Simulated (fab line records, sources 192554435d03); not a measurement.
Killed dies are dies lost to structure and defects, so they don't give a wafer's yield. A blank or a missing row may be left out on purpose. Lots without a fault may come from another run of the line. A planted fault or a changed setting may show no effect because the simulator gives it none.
Problem report in the 8D (eight disciplines) form, filled by code | flow n5_finfet | the parts of the form that need people (team, actions taken, sign-off) are left out

1. THE PROBLEM
spin_speed_rpm at N5_FIN_SAQP_COAT_68 reads a mean of 1555.8 rpm on 6 wafers of 2 lots; wafers without a fault read 1500.1 rpm with a standard deviation of 0.9. That is +62 standard deviations from the usual mean.
The step: time 60 s, resist thk 100 nm.
First seen on wafer L757.2, day 5 13:25, on litho_track-01. The record holds 27 wafers of 9 lots with a number at this step. Rule for "out", or "out of limits": more than 4 standard deviations from the usual mean. The other wafers with a number count as sound.

2. WHAT IT IS AND WHAT IT IS NOT
question                    | is                     | is not
which readings at this step | spin_speed_rpm         | -
which lots                  | L757, L760             | L743, L746, L750, L751, L758, L765, L766
which wafers of those lots  | all that have a number | -
read on which tools         | litho_track-01         | litho_track-02, litho_track-03
when                        | from day 5 13:25       | up to then (12 sound wafers); but 9 sound wafers of L758, L765, L766 came after

3. SUSPECTS, AND WHAT RULES EACH OUT
Counting: a tool at a process step up to the reading stays a suspect if it ran every lot that is out and no sound lot after the first of them.
- litho_track-01 at N5_FIN_SAQP_COAT_68 (time 60 s, resist thk 100 nm): kept. It ran every lot that is out, first L757 (day 5 13:25), and no sound lot after that; its last sound lot up to then is L751 (day 4 01:45). Its own readings are out on those wafers: spin_speed_rpm.
Left after counting: litho_track-01 at N5_FIN_SAQP_COAT_68.

4. THE CAUSE (what the simulator had put in)
Process parameter drift: litho_track-01, from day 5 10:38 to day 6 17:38, at N5_FIN_SAQP_COAT_68. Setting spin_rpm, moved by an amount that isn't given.
Counting left only this tool.

5. THE CHAIN OF EFFECTS, in route order
Each row: a reading whose mean over the struck wafers that have a number lies more than 3 standard deviations from the usual. Only readings for which the record gives a usual standard deviation are gone through. hours: the time from each lot's start at the first step in this table that gives one to its start at this step, as a median over the lots. sigmas: the change in usual standard deviations.
hours | step                | reading        | usual      | on struck wafers | change | sigmas
0     | N5_FIN_SAQP_COAT_68 | spin_speed_rpm | 1500.1 rpm | 1555.8           | +55.7  | +62
The process steps in it:
- N5_FIN_SAQP_COAT_68: time 60 s, resist thk 100 nm.
Later measuring or inspecting steps at which every struck wafer that the step has a row for has a number for every such reading, and none has moved that far: N5_FIN_SAQP_CD_MEAS_31, N5_BEOL_M4_RC_MEAS_101.

6. WHAT WOULD HAVE CAUGHT IT SOONER
In this record the first reading out of limits was taken at day 5 13:25, 3 hours after the fault began at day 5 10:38.
